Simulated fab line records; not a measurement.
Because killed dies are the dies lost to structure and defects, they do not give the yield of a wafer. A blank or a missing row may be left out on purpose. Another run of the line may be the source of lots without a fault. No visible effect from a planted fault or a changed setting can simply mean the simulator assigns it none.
A lot that was struck, set against a sound lot :: flow nand_harc :: 13 out of 1302 route steps
Sound: these wafers, L389.2, L389.3, L389.4. Struck: wafers L400.1, L400.4, L400.6. The cause is given at the end.
Order at every step that has rows: each side's tool, ch and its chambers, its first start. Under that, the readings that differ: sound wafers :: struck wafers :: difference of the means :: sigmas: that difference in standard deviations of wafers without a fault.
alike: readings with means less than 2 such deviations apart, plus words and numbers identical on both sides. not compared: withheld readings, readings lacking a value on some wafer, bounds such as >300 that could conceal the same value, and numbers that have no deviation in the record and whose values overlap.
The two part at a step that has a row with sigmas, a row that says differs or no value, or rows on one side only. Numbers that don't overlap but have no deviation are shown without sigmas and don't part them. A reading missing from all wafers of one side parts the sides only when that side holds two or more wafers.

NHARC_A_CHANNEL_FILL_D2_ALD_03: deposits SiNx, target thk 6 nm, pulse time 60 s, ald cycles 58.
  sound: ald_sin_batch-03 ch 0; struck: ald_sin_batch-01 ch 0
  alike: precursor_pulse_height_rel, susceptor_temp_C
NHARC_A_CHANNEL_FILL_D2_ALD_14: deposits SiO2, target thk 2.5 nm, pulse time 10 s, ald cycles 25.
  sound on ald_hk-03 ch 0,1,3, day 13 13:15; struck on ald_hk-02 ch 1,2, day 18 03:11
  alike: heater_power_outer_w, heater_power_w, precursor_pulse_height_rel, susceptor_temp_C
NHARC_A_CHANNEL_FILL_D2_ALD_15: deposits SiNx, target thk 2 nm, pulse time 60 s, ald cycles 19.
  sound: ald_sin_batch-02 ch 0; struck: ald_sin_batch-02 ch 0
  alike: precursor_pulse_height_rel, susceptor_temp_C
NHARC_A_CHANNEL_FILL_D2_ALD_16: deposits SiO2, target thk 1.5 nm, pulse time 10 s, ald cycles 15.
  sound on ald_hk-02 ch 1,2,3, day 13 19:57; struck on ald_hk-03 ch 0,1,2, day 18 08:25
  alike: heater_power_outer_w, heater_power_w, precursor_pulse_height_rel, susceptor_temp_C
then, 2 steps without rows for these wafers: NHARC_A_CHANNEL_FILL_D2_ANNEAL_17 (time 1800 s); NHARC_A_CHANNEL_FILL_D2_CVD_18 (deposits poly-Si, target thk 3 nm).
NHARC_A_CHANNEL_FILL_D2_ETCHBACK_19: etches the open film in HBr/Cl2, target depth 5 nm, time 1.7 s.
  sound on rie_si-06 ch 0,1,3, day 14 07:49; struck on rie_si-04 ch 0,2, day 18 20:22
  alike: drypump_motor_current_A, oes_product_au, throttle_valve_pct
  not compared: rf_hours_counter_h
then, 5 steps without rows for these wafers: NHARC_A_CHANNEL_FILL_D2_ETCHBACK_20 (etches the open film in C4F8/O2/Ar, target depth 27 nm, time 13.5 s); NHARC_A_CHANNEL_FILL_D2_STRIP_28 (strips in O2, time 20 s); NHARC_A_CHANNEL_FILL_D2_PRECLEAN_21 (cleans in dHF, time 30 s); NHARC_A_CHANNEL_FILL_D2_SRD_23; NHARC_A_CHANNEL_FILL_D2_CVD_05 (deposits poly-Si, target thk 5 nm).
NHARC_A_CHANNEL_FILL_D2_ANNEAL_22: time 7200 s.
  sound on furnace-05 ch 0, day 14 15:46; struck on furnace-07 ch 0, day 19 04:18
reading: spike_tc_bottom_C (C)
sound: 639.6 638.0 640.8
struck: 666.3 667.3 669.2
difference: +28.1
sigmas: +18

reading: spike_tc_centre_C (C)
sound: 620.1 622.5 621.0
struck: 646.6 647.8 647.5
difference: +26.1
sigmas: +19

reading: spike_tc_lower_C (C)
sound: 621.9 619.7 620.5
struck: 648.3 647.2 646.8
difference: +26.7
sigmas: +24

reading: spike_tc_top_C (C)
sound: 644 644 644
struck: 668 667 666
difference: +23
sigmas: +8

reading: spike_tc_upper_C (C)
sound: 620.2 619.2 619.5
struck: 648.1 646.9 646.0
difference: +27.4
sigmas: +25

reading: tube_center_temp_C (C)
sound: 619.98 620 620
struck: 647.26 647.25 647.33
difference: +27.29
sigmas: +99 or more

reading: tube_center_temp_C_max
sound: 621.64 621.79 621.74
struck: 649.18 649.13 649.04
difference: +27.39
sigmas: +99 or more

reading: zone_power_lower_pct (%)
sound: 7.1 7.3 7.2
struck: 9.1 9.4 9.4
difference: +2.1
sigmas: +2

== WHERE THEY PART ==
Only at NHARC_A_CHANNEL_FILL_D2_ANNEAL_22, within this record.

WHY: what the simulator had put in
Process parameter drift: furnace-07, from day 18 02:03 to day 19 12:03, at NHARC_A_CHANNEL_FILL_D2_ANNEAL_22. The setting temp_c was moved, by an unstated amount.
